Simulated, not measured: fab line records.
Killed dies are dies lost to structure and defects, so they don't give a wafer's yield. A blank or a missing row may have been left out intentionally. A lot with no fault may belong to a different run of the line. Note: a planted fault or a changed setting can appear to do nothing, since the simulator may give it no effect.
Which tool is to blame? ; flow nand_harc ; 12 lots with 36 wafers sampled at 6 steps, on a route of 1302 steps

## WHAT THE GAUGES SHOWED, per wafer
NHARC_A_DECK1_JOINT_INSPECT_05.
lot;measured;on;raw_defect_count
L761;day 12 19:29;defect_inspect-01;457 323 580
L763;day 13 05:38;defect_inspect-01;440 369 438
L762;day 13 05:37;defect_inspect-02;329 366 645
L769;day 15 22:37;defect_inspect-02;264 238 254
L770;day 16 04:24;defect_inspect-01;164 165 438
L774;day 18 07:10;defect_inspect-02;163 258 173
L777;day 19 11:17;defect_inspect-01;338 363 555
L776;day 19 11:16;defect_inspect-02;228 221 269
L778;day 19 21:58;defect_inspect-02;601 306 379
L780;day 21 08:04;defect_inspect-01;307 388 304
L782;day 22 07:22;defect_inspect-01;235 169 177
L783;day 22 05:43;defect_inspect-01;135 208 324

NHARC_A_ONON_D2_THK_MEAS_27: measures by ellipsometry.
lot;measured;on;thk_nm (nm)
L761;day 13 07:28;film_metro-01;1008 1008 1005
L763;day 13 17:30;film_metro-01;1007 1006 1005
L762;day 13 17:29;film_metro-01;1010 1011 1010
L769;day 16 11:16;film_metro-02;452 451 450
L770;day 16 17:26;film_metro-01;439 440 440
L774;day 18 19:44;film_metro-02;1003 1001 1001
L777;day 19 23:35;film_metro-02;992 992 994
L776;day 19 23:32;film_metro-01;999 996 997
L778;day 20 10:13;film_metro-02;988 985 988
L780;day 21 19:59;film_metro-01;998 998 999
L782;day 22 17:36;film_metro-01;983 984 983
L783;day 22 17:36;film_metro-01;1007 1008 1008

NHARC_END_SORT_01.
lot;measured;on;killed_at_array;killed_at_other;killed_at_periphery;killed_dies;killed_open;killed_short
L769;day 28 12:13;prober-02;672 670 672;1 0 0;4 7 5;677 677 677;3 5 5;3 0 4
L770;day 28 19:38;prober-02;671 673 675;1 1 1;5 3 1;677 677 677;5 3 1;5 5 2

## EACH LOT AND THE TOOL THAT RAN IT (in order: tool; ch and the chambers of the sampled wafers; start)
lot;NHARC_A_DECK1_JOINT_ETCHBACK_00;NHARC_A_DECK1_JOINT_DEP_16;NHARC_A_ONON_D2_DEP_25
L761;rie_si-01 ch 0,2, day 11 20:01;pecvd-01 ch 0,1,2, day 12 19:10;pecvd_onon-03 ch 0, day 13 06:57
L763;rie_si-06 ch 0,1, day 12 04:38;pecvd-03 ch 0,2, day 13 05:20;pecvd_onon-02 ch 0, day 13 16:59
L762;rie_si-05 ch 0,2, day 12 04:41;pecvd-04 ch 0,2, day 13 05:19;pecvd_onon-03 ch 0, day 13 16:58
L769;rie_si-01 ch 0,1,3, day 15 00:47;pecvd-01 ch 0,1, day 15 22:22;pecvd_onon-03 ch 0, day 16 10:49
L770;rie_si-01 ch 0,1,3, day 15 07:58;pecvd-03 ch 0,1, day 16 04:05;pecvd_onon-03 ch 0, day 16 16:56
L774;rie_si-01 ch 1,3, day 17 05:03;pecvd-01 ch 1,2, day 18 06:51;pecvd_onon-01 ch 0, day 18 19:13
L777;rie_si-05 ch 1,2,3, day 18 11:50;pecvd-01 ch 0,2, day 19 10:59;pecvd_onon-02 ch 0, day 19 23:05
L776;rie_si-01 ch 0,2,3, day 18 16:13;pecvd-03 ch 0,1,2, day 19 10:57;pecvd_onon-03 ch 0, day 19 23:02
L778;rie_si-05 ch 2,3, day 19 01:28;pecvd-01 ch 0,1,2, day 19 21:39;pecvd_onon-03 ch 0, day 20 09:50
L780;rie_si-05 ch 0,2,3, day 20 05:20;pecvd-03 ch 0,1, day 21 07:44;pecvd_onon-01 ch 0, day 21 19:28
L782;rie_si-05 ch 1,2,3, day 20 18:53;pecvd-01 ch 1,2, day 22 07:02;pecvd_onon-02 ch 0, day 22 17:10
L783;rie_si-01 ch 2,3, day 21 02:43;pecvd-03 ch 0,1, day 22 05:25;pecvd_onon-03 ch 0, day 22 17:09
- NHARC_A_DECK1_JOINT_ETCHBACK_00: etches the open film in HBr, target depth 30 nm, time 17.4 s.
- NHARC_A_DECK1_JOINT_DEP_16: deposits SiO2, target thk 45 nm.
- NHARC_A_ONON_D2_DEP_25: target thk 1000 nm.

## WHAT THE TOOLS THEMSELVES READ (means of the sampled wafers that have a number; where no wafer has one, the mark that the record gives instead)
NHARC_A_DECK1_JOINT_ETCHBACK_00.
lot;tool;drypump_motor_current_A (A);oes_product_au (a.u.);throttle_valve_pct (%)
L761;rie_si-01;6.3;1.016;23.276
L763;rie_si-06;6.4;0.984;23.265
L762;rie_si-05;5.8;0.989;23.260
L769;rie_si-01;6.1;0.998;23.268
L770;rie_si-01;6.1;0.996;23.267
L774;rie_si-01;6.0;0.980;23.255
L777;rie_si-05;5.7;1.002;23.271
L776;rie_si-01;6.2;0.997;23.268
L778;rie_si-05;5.5;0.997;23.266
L780;rie_si-05;5.7;0.995;23.264
L782;rie_si-05;5.7;1.006;23.266
L783;rie_si-01;6.2;0.986;23.256

NHARC_A_DECK1_JOINT_DEP_16.
lot;tool;heater_power_w (W);susceptor_temp_C (C);throttle_valve_pct (%)
L761;pecvd-01;505;399.79;16.5
L763;pecvd-03;502;400.17;15.2
L762;pecvd-04;496;399.80;15.6
L769;pecvd-01;461;400.13;16.2
L770;pecvd-03;515;400.17;16.1
L774;pecvd-01;559;399.96;16.4
L777;pecvd-01;595;399.96;16.4
L776;pecvd-03;558;399.86;15.3
L778;pecvd-01;570;400.07;16.3
L780;pecvd-03;455;399.93;15.6
L782;pecvd-01;483;399.71;16.0
L783;pecvd-03;488;400.04;15.6

NHARC_A_ONON_D2_DEP_25.
lot;tool;susceptor_temp_C (C)
L761;pecvd_onon-03;399.93
L763;pecvd_onon-02;400.04
L762;pecvd_onon-03;399.93
L769;pecvd_onon-03;400.05
L770;pecvd_onon-03;399.78
L774;pecvd_onon-01;400.13
L777;pecvd_onon-02;399.97
L776;pecvd_onon-03;400.13
L778;pecvd_onon-03;400.10
L780;pecvd_onon-01;399.86
L782;pecvd_onon-02;399.90
L783;pecvd_onon-03;400.01

## THE ANSWER, worked out from the rows above alone
Rule: what is usual is taken from the lots themselves. Put in order of their means at a reading, lots are off if they are a third of the lots or fewer, leave a main group of 4 or more, and stand apart from it by a gap of 3 or more times the standard deviation of the main group's means; of several such gaps the widest counts. Not used: any main group whose means are identical at the precision the tables above print for the reading. Also off: a lot with no number at a reading for which 4 or more lots have one. All remaining lots with rows at the step are treated as sound. Order of review: gauges by route order, followed by the tools' own readings, for which a lot's mean as printed above is used. The first step at which some lot is off is used, and at that step the reading that is off furthest; a lot without a number counts as furthest.
Off: L769, L770 (NHARC_A_ONON_D2_THK_MEAS_27, thk_nm). Mean 999 nm and standard deviation 8.7 in the main group.
If a tool, at a process step before that reading, ran all the lots that are off and no sound lot after the first of them, it fits. Those tools and the gauges at NHARC_A_ONON_D2_THK_MEAS_27 are tried in the same way. Of those tried, none fits.

## WHAT HAD BEEN PUT IN BY THE SIMULATOR
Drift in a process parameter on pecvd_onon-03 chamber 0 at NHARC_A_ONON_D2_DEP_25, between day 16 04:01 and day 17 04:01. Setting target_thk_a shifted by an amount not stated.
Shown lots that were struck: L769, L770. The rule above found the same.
